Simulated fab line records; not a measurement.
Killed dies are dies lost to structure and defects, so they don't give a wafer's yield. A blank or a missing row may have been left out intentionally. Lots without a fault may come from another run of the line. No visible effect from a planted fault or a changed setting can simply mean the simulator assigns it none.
fab line records | flow n5Finfet
record lots=5 wafers=15 lastDay=21
route steps=1938 shown MOL_CONTACT_COAG@625 BEOL_M0_SAQP@632 PASSIVATION@1936
lots untouched by any fault: they come from a run of this same line in which no faults occurred
startH: the number of hours between the record's first day and the start of the first shown wafer of the lot | waitH: hours elapsed since this lot's preceding step | " identical to the entry in the row above | L1.1+2: several wafers, shown together as one row | - no value, or no start given | * or withheld: withheld | < > ~ a bound
route shown NAME@n: a module of which the file shows steps, and the number in the route of the first | usual: the fault-free wafers' mean and standard deviation | same: alike in all rows | chamber/n: place in a boat | sites: the reading at each site | _std_site: standard deviation across them | _edge_site: mean of outer sites minus mean of inner sites | radiusMm: how far each site lies from the wafer's centre | mask NAME#n: copy n | behind: the last tool/chamber to shape the wafer | hold: what put the lot on hold/how long, in hours/how the hold closed | device: the transistor (n, p or np) that didn't switch | end of line: at the end of the route, the tests of the same wafers | where a step has no rows: the recipe by itself | killed: at the first sort, the dies lost to defects and structure; wafer yield is something else | map: a wafer's dies, marking killed ones x, the rest . and places with no die _
set.NAME: setting as actually run; set.NAME@STEP: the setting as run at that earlier step | model.NAME: the simulator's own value behind a step, which no gauge read
lots at some steps of the route; a table a step, a row a wafer
services: when a tool's chamber went out of use (startH, in hours from the record's first day, below 0 if earlier), for how many hours, and the reason
## steps
# step N5_MOL_CONTACT_COAG_PRECLEAN_127
# recipe chemistry=DIW timeS=57.5 tempC=23
# step N5_MOL_CONTACT_COAG_SRD_128
# recipe dryTimeS=32 dry=n2Spin spinRpm=1500
# step N5_MOL_CONTACT_COAG_CMP_52
# recipe stopOn=SiO2 tOverpolishS=1.5 postCmpClean=wDiluteNh4oh downForcePsi=4 platenRpm=50.289 padVelocityMS=1.0006 targetThkNm=66.5
# step N5_MOL_CONTACT_COAG_ANNEAL_112
# recipe tempC=400 timeS=1800 ambient=HPD2 pressureAtm=10
# step N5_BEOL_M0_SAQP_PECVD_00
# recipe material=SiCN targetThkA=80 tempC=withheld precursor=3MS/NH3 pressureTorr=3 rfW=202 timeS=14
# step N5_BEOL_M0_SAQP_ILD_DEP_01
# recipe material=SiOC targetThkA=454.19 tempC=350 precursor=DEMS/O2 pressureTorr=5 rfW=500 timeS=8.7
# step N5_BEOL_M0_SAQP_HM_DEP_02
# recipe material=TiN targetThkA=120 tempC=25 chamberPressurePa=0.49996
# step N5_BEOL_M0_SAQP_PECVD_03
# recipe material=SiCN targetThkA=120 tempC=withheld precursor=3MS/NH3 pressureTorr=3 rfW=202 timeS=21.1
# step N5_BEOL_M0_SAQP_PECVD_96
# recipe material=a-Si targetThkA=450 tempC=350 precursor=SiH4/He pressureTorr=3 rfW=100 timeS=45.2
# step N5_BEOL_M0_SAQP_PECVD_97
# recipe material=SiNx targetThkA=230 tempC=350 precursor=SiH4/NH3/N2 pressureTorr=1.5 rfW=300 timeS=19.9
# usual heaterPowerW=544/110 showerheadPlenumPTorr=5.15/0.08 throttleValvePct=39.8/2
# columns lot.wafer tool chamber startH waitH heaterPowerW showerheadPlenumPTorr throttleValvePct model.SiNx_of_BEOL_M0_SAQP_PECVD_97.thkNm
L105.1 pecvd-01 0 139.21 0.0 519 5.12 42.0 22.4
L105.4 " 1 " " 608 5.26 38.0 23
L105.5 " 0 " " 501 5.12 41.8 22.6
L113.1 pecvd-01 1 181.24 0.0 635 5.25 37.6 37.6
L113.4 " 1 " " 599 5.25 37.8 38
L113.5 " 0 " " 539 5.13 42.0 37.8
L114.1 pecvd-01 0 183.45 0.0 507 5.13 42.2 37.2
L114.2 " 2 " " 459 5.19 37.0 36.6
L114.4 " 1 " " 589 5.26 38.0 38.2
L116.2 pecvd-01 0 191.98 0.0 533 5.12 42.2 37.2
L116.3 " 2 " " 469 5.19 37.1 36.6
L116.4 " 0 " " 530 5.11 42.1 37.6
L125.1 pecvd-03 0 247.33 0.0 446 5.11 40.8 22.4
L125.4 " 1 " " 481 5.11 42.1 22.8
L125.5 " 0 " " 429 5.10 40.8 23.2
# step N5_BEOL_M0_SAQP_PECVD_04
# recipe material=a-Si targetThkA=600 tempC=350 precursor=SiH4/He pressureTorr=3 rfW=100 timeS=60.2
# step N5_BEOL_M0_SAQP_HM_DEP_111
# recipe material=SiO2 targetThkA=120 tempC=400 precursor=SiH4/N2O pressureTorr=0.75 rfW=275 timeS=7.2
# step N5_BEOL_M0_SAQP_COAT_81
# recipe resist=SOC tempC=250 timeS=60 spinRpm=1500 resistThkNm=100
# step N5_BEOL_M0_SAQP_COAT_82
# recipe resist=SiARC tempC=220 timeS=60 spinRpm=1500 resistThkNm=30
# step N5_BEOL_M0_SAQP_COAT_08
# recipe resist=CAR-ArF spinRpm=1500 resistThkNm=90
# step N5_BEOL_M0_SAQP_EBR_10
# recipe solvent=PGMEA ebrWidthMm=1.5
# step N5_BEOL_M0_SAQP_SOFTBAKE_09
# recipe tempC=110 timeS=60 resist=CAR-ArF
# step N5_BEOL_M0_SAQP_EXPOSE_11
# recipe maskId=M0_CORE na=1.35 sourceShape=dipole sigmaInner=0.538 sigmaOuter=0.738 polarization=te targetCdNm=42 doseMj=55
# step N5_BEOL_M0_SAQP_PEB_12
# recipe pebTempC=withheld pebTimeS=60 resist=CAR-ArF
# step N5_BEOL_M0_SAQP_DEVELOP_13
# recipe developTimeS=30 developer=TMAH resist=CAR-ArF devTempC=23 rinseLiquid=diw dry=airSpin
# step N5_BEOL_M0_SAQP_DESCUM_19
# recipe chemistry=O2 timeS=7.9 sourcePowerW=50 biasPowerW=20 pressureMtorr=20 rfFrequencyHz=2.712e+07 tempC=40 resist=CAR-ArF o2FlowSccm=225
# step N5_BEOL_M0_SAQP_ETCH_83
# recipe chemistry=CF4 target=SiARC targetDepthA=390 maskMaterial=CAR-ArF timeS=65 ionEnergyEv=80 pressureMtorr=40 sourceW=545 biasW=36 Ar_flow_sccm=100 cf4FlowSccm=100 ends=cleared
# step N5_BEOL_M0_SAQP_ETCH_84
# recipe chemistry=N2/H2 target=SOC targetDepthA=1000 overetchA=200 maskMaterial=SiARC tempC=40 timeS=150 ionEnergyEv=200 pressureMtorr=30 sourceW=840 biasW=150 n2FlowSccm=200 h2FlowSccm=200
# step N5_BEOL_M0_SAQP_STRIP_80
# recipe chemistry=N2/H2 tempC=40 n2FlowSccm=200 h2FlowSccm=200 rfFrequencyHz=6e+07
# step N5_BEOL_M0_SAQP_HM_OPEN_112
# recipe chemistry=CHF3/O2 target=SiO2 stopOn=a-Si targetDepthA=120 overEtchFrac=1.25 maskMaterial=SOC timeS=13.5 pressureMtorr=30 sourceW=650 biasW=170 Ar_flow_sccm=200 CHF3_flow_sccm=50 O2_flow_sccm=5 ionEnergyEv=200 ends=endPoint
# step N5_BEOL_M0_SAQP_STRIP_113
# recipe chemistry=CHF3/O2 resist=SiARC rfFrequencyHz=6e+07
# step N5_BEOL_M0_SAQP_MANDREL_ETCH_20
# recipe targetDepthA=600 chemistry=HBr/Cl2 target=a-Si stopOn=SiNx btTimeS=10 maskMaterial=SOC overEtchFrac=0.5 timeS=30 pressureMtorr=10 icpW=800 biasW=75 HBr_flow_sccm=150 Cl2_flow_sccm=80 ends=endPoint
# step N5_BEOL_M0_SAQP_STRIP_86
# recipe chemistry=N2/H2 powerW=500 tempC=40 pressureMtorr=50 rfFrequencyHz=6e+07 overashFraction=0.3 biasPowerW=28 h2Frac=0.5 n2FlowSccm=300 h2FlowSccm=300
# step N5_BEOL_M0_SAQP_STRIP_115
# recipe chemistry=postEtchResidueRemover timeS=60 tempC=25 removerPh=withheld removerWaterWtPct=withheld removerFluorideWtPct=withheld
# step N5_BEOL_M0_SAQP_SRD_93
# recipe dry=ipaMarangoni timeS=30 tempC=23 rinseLiquid=diw
# step N5_BEOL_M0_SAQP_RECESS_114
# recipe chemistry=HF/NH3 target=SiO2 targetDepthA=144 afsCycles=3 tempC=30 sublimationTempC=180 sublimationTimeS=60
# step N5_BEOL_M0_SAQP_SPACER1_ALD_98
# recipe material=SiO2 targetThkA=128 tempC=300 aldPrecursorFamily=BDEAS aldCoReactant=O2-plasma pulseTimeS=1 purgeTimeS=2 coReactantPurgeTimeS=2 aldCycles=138 pressureTorr=2
# step N5_BEOL_M0_SAQP_SPACER1_ETCHBACK_99
# recipe chemistry=CHF3/O2 mode=anisotropicEtchback target=SiO2 targetDepthA=154 timeS=7.7 pressureMtorr=30 sourceW=650 biasW=170 Ar_flow_sccm=200 CHF3_flow_sccm=50 O2_flow_sccm=5 ionEnergyEv=200
# step N5_BEOL_M0_SAQP_MANDREL1_REMOVE_100
# recipe chemistry=HBr/Cl2/O2 btTimeS=10 target=a-Si stopOn=SiNx endpoint=OES-SiCl overEtchFrac=0.85 icpW=600 biasW=30 HBr_flow_sccm=150 Cl2_flow_sccm=80 O2_flow_sccm=5 pressureMtorr=10
# step N5_BEOL_M0_SAQP_ETCH_106
# recipe chemistry=N2/H2 target=SOC targetDepthA=1500 stopOn=SiNx ionEnergyEv=100 biasW=61 pressureMtorr=30 sourceW=850 n2FlowSccm=200 h2FlowSccm=200
# usual drypumpMotorCurrentA=5.7/0.41 n2FlowSccm=200.1/0.56 oesProductAu=0.76/0.078 rfVppV=240.6/1.4 showerheadPlenumPTorr=2.53/0.098 throttleValvePct=17.78/0.29
# columns lot.wafer tool chamber startH waitH drypumpMotorCurrentA n2FlowSccm oesProductAu rfHoursCounterH rfVppV showerheadPlenumPTorr throttleValvePct model.SiNx_of_BEOL_M0_SAQP_PECVD_97.thkNm
L105.1 rieDiel-03 3 142.23 - 6.5 199.8 0.76 116 241.0 2.55 17.57 14.8
L105.4 " 0 " " 5.2 200.1 0.67 229 239.4 2.50 18.08 15.2
L105.5 " 2 " " 6.0 200.7 0.72 - 241.0 2.43 17.55 15
L113.1 rieDiel-03 3 184.76 - 6.5 200.3 0.74 130 241.0 2.54 17.61 29.8
L113.4 " 2 " " 6.0 200.5 0.71 188 239.2 2.42 17.57 30.2
L113.5 " 1 " " 5.9 199.8 0.72 - 241.2 2.62 17.83 29.8
L114.1 rieDiel-02 3 186.79 - 5.4 200.1 0.86 37 242.5 2.69 17.46 29.6
L114.2 " 2 " " 5.9 200.9 0.69 187 239.1 2.44 18.15 28.8
L114.4 " 0 " " 5.8 200.2 0.83 70 239.7 2.45 17.63 30.2
L116.2 rieDiel-03 3 196.41 - 6.4 200.1 0.74 135 241.1 2.54 17.62 29.4
L116.3 " 0 " " 5.2 200.1 0.66 249 242.9 2.49 18.10 29
L116.4 " 1 " " 5.9 201.0 0.72 220 242.2 2.62 17.81 29.8
L125.1 rieDiel-06 0 250.39 - 5.7 199.5 0.91 28 239.9 2.48 17.26 15
L125.4 " 2 " " 5.8 199.9 0.71 192 242.5 2.63 17.46 15.4
L125.5 " 1 " " 5.7 200.5 0.75 - 239.9 2.41 18.06 16
# step N5_PASSIVATION_PROBE_49
# usual defectLimitedYield=91.1/1.4 killed_at_M0_to_M3=34/9.6 killed_at_M4_up=15/5.3 killedAtContacts=12/6.1 killedAtFrontEnd=40/11 killedAtOther=3.5/2.8 killedDies=105/17 killedOnRim=14/4.3 killedOpen=70/12 killedShort=34/7.7 sort_bin_5_function=5.2/0.97 sort_bin_6_memory=3.4/0.62 sortNPass=1075/17 sortYieldPct=91.1/1.4
# same grossDies=1180 killedAtBackSide=0 sort_bin_4_leakage[%]=0 sort_bin_8_speed[%]=0
# columns lot.wafer tool chamber startH waitH defectLimitedYield[%] killed_at_M0_to_M3 killed_at_M4_up killedAtContacts killedAtFrontEnd killedAtOther killedDies killedOnRim killedOpen killedShort sort_bin_5_function[%] sort_bin_6_memory[%] sortNPass sortYieldPct[%]
L113.1 prober-01 - 420.52 0.0 0 1126 9 13 26 6 1180 152 46 30 4.1 2.1 0 0
L113.4 prober-01 - 420.67 0.2 0 1120 16 7 34 3 1180 152 67 33 5.3 3.0 0 0
L113.5 prober-01 - 420.72 0.2 0 1103 21 7 47 2 1180 152 73 26 5.2 3.0 0 0
L114.1 prober-01 - 433.44 0.0 0 1114 17 10 36 3 1180 152 71 24 4.3 3.6 0 0
L114.2 prober-01 - 433.49 0.1 0 1102 14 31 32 1 1180 152 80 28 5.4 3.1 0 0
L114.4 prober-01 - 433.59 0.2 0 1143 14 9 14 0 1180 152 57 15 3.7 2.2 0 0
L116.2 prober-02 - 462.19 0.1 0 1107 31 3 38 1 1180 152 69 25 4.5 3.4 0 0
L116.3 prober-02 - 462.24 0.1 0 1099 21 9 50 1 1180 152 89 28 6.5 3.3 0 0
L116.4 prober-02 - 462.29 0.2 0 1104 20 8 40 8 1180 152 72 46 6.4 3.4 0 0
# killed by level:class
L113.1 BEOL_M0_SAQP:areaPecvd=1104 MOL_CONTACT_COAG:geometricParticle:open=11 FIN_SAQP:geometricParticle:open=10 FIN_SAQP:geometricParticle:short=8 BEOL_M0_SAQP:geometricParticle:short=6 BEOL_M3:geometricParticle:open=5 BEOL_M2:geometricParticle:open=4 BEOL_M2:geometricParticle:short=3
L113.4 BEOL_M0_SAQP:areaPecvd=1080 FIN_SAQP:geometricParticle:open=11 FIN_SAQP:geometricParticle:short=9 BEOL_M1:geometricParticle:open=9 BEOL_M0_SAQP:geometricParticle:open=9 MOL_CONTACT_COAG:geometricParticle:open=6 BEOL_M4:geometricParticle:open=6 BEOL_M0_SAQP:geometricParticle:short=6
L113.5 BEOL_M0_SAQP:areaPecvd=1080 BEOL_M4:geometricParticle:open=12 BEOL_M3:geometricParticle:open=9 FIN_SAQP:geometricParticle:open=8 GATE_CUT:geometricParticle:short=8 BEOL_M1:geometricParticle:open=7 DUMMY_GATE:geometricParticle:open=6 MOL_CONTACT_COAG:geometricParticle:open=6
L114.1 BEOL_M0_SAQP:areaPecvd=1085 STI_FIN_REVEAL:geometricParticle:open=11 BEOL_M3:geometricParticle:open=10 MOL_CONTACT_COAG:geometricParticle:open=8 BEOL_M4:geometricParticle:open=7 BEOL_M1:geometricParticle:open=7 FIN_SAQP:geometricParticle:open=4 GATE_CUT:geometricParticle:short=4
L114.2 BEOL_M0_SAQP:areaPecvd=1072 MOL_CONTACT_COAG:geometricParticle:open=28 BEOL_M3:geometricParticle:open=15 BEOL_M4:geometricParticle:open=9 GATE_CUT:geometricParticle:short=7 STI_FIN_REVEAL:geometricParticle:open=6 GATE_CUT:geometricParticle:open=5 STARTING-WAFER:geometricParticle:short=5
L114.4 BEOL_M0_SAQP:areaPecvd=1108 BEOL_M3:geometricParticle:open=15 BEOL_M4:geometricParticle:open=9 MOL_CONTACT_COAG:geometricParticle:open=8 BEOL_M2:geometricParticle:open=8 BEOL_M3:geometricParticle:short=5 STARTING-WAFER:geometricParticle:open=4 FIN_SAQP:geometricParticle:open=2
L116.2 BEOL_M0_SAQP:areaPecvd=1086 BEOL_M4:geometricParticle:open=16 STI_FIN_REVEAL:geometricParticle:open=12 BEOL_M3:geometricParticle:open=12 FIN_SAQP:geometricParticle:short=8 FIN_SAQP:geometricParticle:open=6 BEOL_M4:geometricParticle:short=4 DUMMY_GATE:geometricParticle:open=3
L116.3 BEOL_M0_SAQP:areaPecvd=1062 STI_FIN_REVEAL:geometricParticle:open=28 BEOL_M0_SAQP:geometricParticle:open=9 BEOL_M3:geometricParticle:open=9 MOL_CONTACT_COAG:geometricParticle:open=8 BEOL_M1:geometricParticle:open=7 BEOL_M0_SAQP:geometricParticle:short=6 BEOL_M7:geometricParticle:short=5
L116.4 BEOL_M0_SAQP:areaPecvd=1062 STI_FIN_REVEAL:geometricParticle:open=19 BEOL_M3:geometricParticle:open=13 BEOL_M4:geometricParticle:open=12 BEOL_M2:geometricParticle:short=9 MOL_CONTACT_COAG:geometricParticle:open=7 FIN_SAQP:geometricParticle:short=6 BEOL_M1:geometricParticle:short=6
# map L113.1 (x killed, . not)
_________________xxxxxxxxxxxx________________
______________xxxxxxxxxxxxxxxxxx_____________
___________xxxxxxxxxxxxxxxxxxxxxxxx__________
__________xxxxxxxxxxxxxxxxxxxxxxxxxx_________
________xxxxxxxxxxxxxxxxxxxxxxxxxxxxxx_______
_______xxxxxxxxxxxxxxxxxxxxxxxxxxxxxxxx______
______xxxxxxxxxxxxxxxxxxxxxxxxxxxxxxxxxx_____
_____xxxxxxxxxxxxxxxxxxxxxxxxxxxxxxxxxxxx____
____xxxxxxxxxxxxxxxxxxxxxxxxxxxxxxxxxxxxxx___
___xxxxxxxxxxxxxxxxxxxxxxxxxxxxxxxxxxxxxxxx__
___xxxxxxxxxxxxxxxxxxxxxxxxxxxxxxxxxxxxxxxx__
__xxxxxxxxxxxxxxxxxxxxxxxxxxxxxxxxxxxxxxxxxx_
__xxxxxxxxxxxxxxxxxxxxxxxxxxxxxxxxxxxxxxxxxx_
_xxxxxxxxxxxxxxxxxxxxxxxxxxxxxxxxxxxxxxxxxxxx
_xxxxxxxxxxxxxxxxxxxxxxxxxxxxxxxxxxxxxxxxxxxx
_xxxxxxxxxxxxxxxxxxxxxxxxxxxxxxxxxxxxxxxxxxxx
_xxxxxxxxxxxxxxxxxxxxxxxxxxxxxxxxxxxxxxxxxxxx
_xxxxxxxxxxxxxxxxxxxxxxxxxxxxxxxxxxxxxxxxxxxx
_xxxxxxxxxxxxxxxxxxxxxxxxxxxxxxxxxxxxxxxxxxxx
_xxxxxxxxxxxxxxxxxxxxxxxxxxxxxxxxxxxxxxxxxxxx
_xxxxxxxxxxxxxxxxxxxxxxxxxxxxxxxxxxxxxxxxxxxx
__xxxxxxxxxxxxxxxxxxxxxxxxxxxxxxxxxxxxxxxxxx_
__xxxxxxxxxxxxxxxxxxxxxxxxxxxxxxxxxxxxxxxxxx_
___xxxxxxxxxxxxxxxxxxxxxxxxxxxxxxxxxxxxxxxx__
___xxxxxxxxxxxxxxxxxxxxxxxxxxxxxxxxxxxxxxxx__
____xxxxxxxxxxxxxxxxxxxxxxxxxxxxxxxxxxxxxx___
_____xxxxxxxxxxxxxxxxxxxxxxxxxxxxxxxxxxxx____
______xxxxxxxxxxxxxxxxxxxxxxxxxxxxxxxxxx_____
_______xxxxxxxxxxxxxxxxxxxxxxxxxxxxxxxx______
________xxxxxxxxxxxxxxxxxxxxxxxxxxxxxx_______
__________xxxxxxxxxxxxxxxxxxxxxxxxxx_________
___________xxxxxxxxxxxxxxxxxxxxxxxx__________
______________xxxxxxxxxxxxxxxxxx_____________
_________________xxxxxxxxxxxx________________
# map L114.1 (x killed, . not)
_________________xxxxxxxxxxxx________________
______________xxxxxxxxxxxxxxxxxx_____________
___________xxxxxxxxxxxxxxxxxxxxxxxx__________
__________xxxxxxxxxxxxxxxxxxxxxxxxxx_________
________xxxxxxxxxxxxxxxxxxxxxxxxxxxxxx_______
_______xxxxxxxxxxxxxxxxxxxxxxxxxxxxxxxx______
______xxxxxxxxxxxxxxxxxxxxxxxxxxxxxxxxxx_____
_____xxxxxxxxxxxxxxxxxxxxxxxxxxxxxxxxxxxx____
____xxxxxxxxxxxxxxxxxxxxxxxxxxxxxxxxxxxxxx___
___xxxxxxxxxxxxxxxxxxxxxxxxxxxxxxxxxxxxxxxx__
___xxxxxxxxxxxxxxxxxxxxxxxxxxxxxxxxxxxxxxxx__
__xxxxxxxxxxxxxxxxxxxxxxxxxxxxxxxxxxxxxxxxxx_
__xxxxxxxxxxxxxxxxxxxxxxxxxxxxxxxxxxxxxxxxxx_
_xxxxxxxxxxxxxxxxxxxxxxxxxxxxxxxxxxxxxxxxxxxx
_xxxxxxxxxxxxxxxxxxxxxxxxxxxxxxxxxxxxxxxxxxxx
_xxxxxxxxxxxxxxxxxxxxxxxxxxxxxxxxxxxxxxxxxxxx
_xxxxxxxxxxxxxxxxxxxxxxxxxxxxxxxxxxxxxxxxxxxx
_xxxxxxxxxxxxxxxxxxxxxxxxxxxxxxxxxxxxxxxxxxxx
_xxxxxxxxxxxxxxxxxxxxxxxxxxxxxxxxxxxxxxxxxxxx
_xxxxxxxxxxxxxxxxxxxxxxxxxxxxxxxxxxxxxxxxxxxx
_xxxxxxxxxxxxxxxxxxxxxxxxxxxxxxxxxxxxxxxxxxxx
__xxxxxxxxxxxxxxxxxxxxxxxxxxxxxxxxxxxxxxxxxx_
__xxxxxxxxxxxxxxxxxxxxxxxxxxxxxxxxxxxxxxxxxx_
___xxxxxxxxxxxxxxxxxxxxxxxxxxxxxxxxxxxxxxxx__
___xxxxxxxxxxxxxxxxxxxxxxxxxxxxxxxxxxxxxxxx__
____xxxxxxxxxxxxxxxxxxxxxxxxxxxxxxxxxxxxxx___
_____xxxxxxxxxxxxxxxxxxxxxxxxxxxxxxxxxxxx____
______xxxxxxxxxxxxxxxxxxxxxxxxxxxxxxxxxx_____
_______xxxxxxxxxxxxxxxxxxxxxxxxxxxxxxxx______
________xxxxxxxxxxxxxxxxxxxxxxxxxxxxxx_______
__________xxxxxxxxxxxxxxxxxxxxxxxxxx_________
___________xxxxxxxxxxxxxxxxxxxxxxxx__________
______________xxxxxxxxxxxxxxxxxx_____________
_________________xxxxxxxxxxxx________________
## services
# columns tool chamber startH hours kind
pecvd-01 2 115.24 2.1 scheduledDown
rieDiel-03 2 118.77 6.3 repair
rieDiel-06 0 152.53 - clean
rieDiel-06 0 152.53 - consumableReplace:focusRing
rieDiel-06 0 152.53 21.1 scheduledDown
rieDiel-06 0 152.53 21.1 ventCycle
pecvd-03 1 159.56 3.4 repair
rieDiel-06 3 179.10 4.1 repair
rieDiel-06 3 183.24 - clean
rieDiel-06 3 183.24 - consumableReplace:focusRing
rieDiel-06 3 183.24 - consumableReplace:showerhead
rieDiel-06 3 183.24 21.2 scheduledDown
rieDiel-06 3 183.24 21.2 ventCycle
pecvd-03 2 200.08 5.5 scheduledDown
rieDiel-03 0 200.42 - clean
rieDiel-03 0 200.42 - consumableReplace:focusRing
rieDiel-03 0 200.42 14.1 scheduledDown
rieDiel-03 0 200.42 14.1 ventCycle
pecvd-03 0 210.57 2.1 scheduledDown
pecvd-01 - 212.39 6.0 pm
pecvd-03 2 238.65 2.1 scheduledDown
pecvd-01 1 239.56 2.1 scheduledDown
## key
firstSign step=N5_PASSIVATION_PROBE_49 reading=killed_at_M0_to_M3 direction=up sigmas=99+ usual=34 struck=1113
effect step=N5_PASSIVATION_PROBE_49 reading=killedDies direction=up sigmas=63 usual=105 struck=1180
modelEffect step=N5_BEOL_M0_SAQP_PECVD_97 value=SiNx_of_BEOL_M0_SAQP_PECVD_97.thkNm without=22.91 struck=37.42
modelEffect step=N5_BEOL_M0_SAQP_ETCH_106 value=SiNx_of_BEOL_M0_SAQP_PECVD_97.thkNm without=15.11 struck=29.62
moreKillsBornAt N5_BEOL_M0_SAQP_PECVD_97@pecvd-01=9739
metAt N5_BEOL_M0_SAQP_PECVD_97
struckWafers L113.1,L113.4,L113.5,L114.1,L114.2,L114.4,L116.2,L116.3,L116.4
laterRowsLeftOut L113.1,L113.4,L113.5,L114.1,L114.2,L114.4,L116.2,L116.3,L116.4
onsetBetween 139.21 181.24
fault kind=processParameterDrift tool=pecvd-01 chamber=- onsetH=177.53 steps=N5_BEOL_M0_SAQP_PECVD_97 channel=timeS offset=* shape=step endH=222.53 actsIn=* stated=*
# laterRowsLeftOut: the simulator's readings of these wafers behind a module that went badly wrong aren't trusted and aren't shown, but for the sort
